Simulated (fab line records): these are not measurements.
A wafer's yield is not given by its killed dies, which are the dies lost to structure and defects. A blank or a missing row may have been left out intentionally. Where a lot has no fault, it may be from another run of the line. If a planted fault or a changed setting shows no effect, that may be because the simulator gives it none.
Matching of chambers    flow n5 finfet    N5_BEOL_M8_VIA_ETCH_34 on rie diel-02: 4 sister chambers
The step etches SiCOH lowk in C4F6/O2, target depth 125.5 nm, time 50.5 s. 22 wafers are shown with their chamber, then 11 later ones without.

## WAFERS WITH THEIR CHAMBER
wafer   chamber  drypump motor current A (A)  throttle valve pct (%)  showerhead plenum p Torr (Torr)
L074.1  0        5.6                          21.23                   2.84
L074.5  3        4.9                          20.94                   2.85
L074.6  2        5.0                          21.29                   2.73
L079.4  0        5.6                          21.24                   2.83
L079.5  1        5.3                          20.69                   2.78
L079.6  2        5.0                          21.31                   2.72
L080.1  2        5.0                          21.31                   2.72
L080.3  3        4.9                          20.95                   2.84
L080.4  1        5.4                          20.70                   2.78
L083.1  1        5.4                          20.70                   2.78
L083.2  0        5.6                          21.25                   2.83
L083.6  0        5.6                          21.26                   2.83
L084.1  3        4.9                          20.99                   2.84
L084.2  1        5.3                          20.71                   2.78
L084.4  0        5.6                          21.25                   2.83
L088.1  2        5.0                          21.32                   2.71
L088.2  0        5.6                          21.26                   2.83
L088.3  1        5.3                          20.71                   2.78
L087.3  1        5.3                          20.70                   2.78
L087.5  2        5.0                          21.32                   2.72
L087.6  3        4.9                          20.98                   2.84
L092.1  1        5.4                          20.72                   2.77

SIGNATURES (means of the wafers above)
reading                   chamber 0  chamber 1  chamber 2  chamber 3  scatter within a chamber
drypump motor current A   5.600      5.343      5.000      4.900      0.0309
throttle valve pct        21.2483    20.7043    21.3100    20.9650    0.0141
showerhead plenum p Torr  2.8317     2.7786     2.7200     2.8425     0.00497
Rule: for each reading, subtract the chamber's mean from the wafer's reading, divide by that reading's scatter and square the result; add these up over the readings and take the root, which gives the wafer's distance from the chamber. The wafer belongs to the nearest chamber; if the next one is less than 2 further off, it can't be placed. The scatter is the square root of a quotient: the sum, over the shown wafers, of each reading's squared deviation from its chamber's mean, divided by wafers minus chambers.

## WAFERS WITHOUT THEIR CHAMBER
wafer   drypump motor current A (A)  throttle valve pct (%)  showerhead plenum p Torr (Torr)
L092.3  4.9                          21.01                   2.83
L092.6  5.6                          21.29                   2.82
L094.1  5.6                          21.29                   2.82
L094.2  4.9                          21.01                   2.83
L094.3  5.4                          20.74                   2.77
L095.2  4.9                          21.01                   2.83
L095.3  5.4                          20.73                   2.77
L095.6  4.9                          21.00                   2.83
L096.1  4.9                          21.02                   2.82
L096.3  5.0                          21.34                   2.71
L096.5  5.6                          21.29                   2.82

## WHICH CHAMBER EACH WENT THROUGH
wafer   from the rows above  in truth
L092.3  3                    3
L092.6  0                    0
L094.1  0                    0
L094.2  3                    3
L094.3  1                    1
L095.2  3                    3
L095.3  1                    1
L095.6  3                    3
L096.1  3                    3
L096.3  2                    2
L096.5  0                    0
Correctly placed: 11 of 11. Number that these rows cannot place: 0. Placed wrongly: 0.
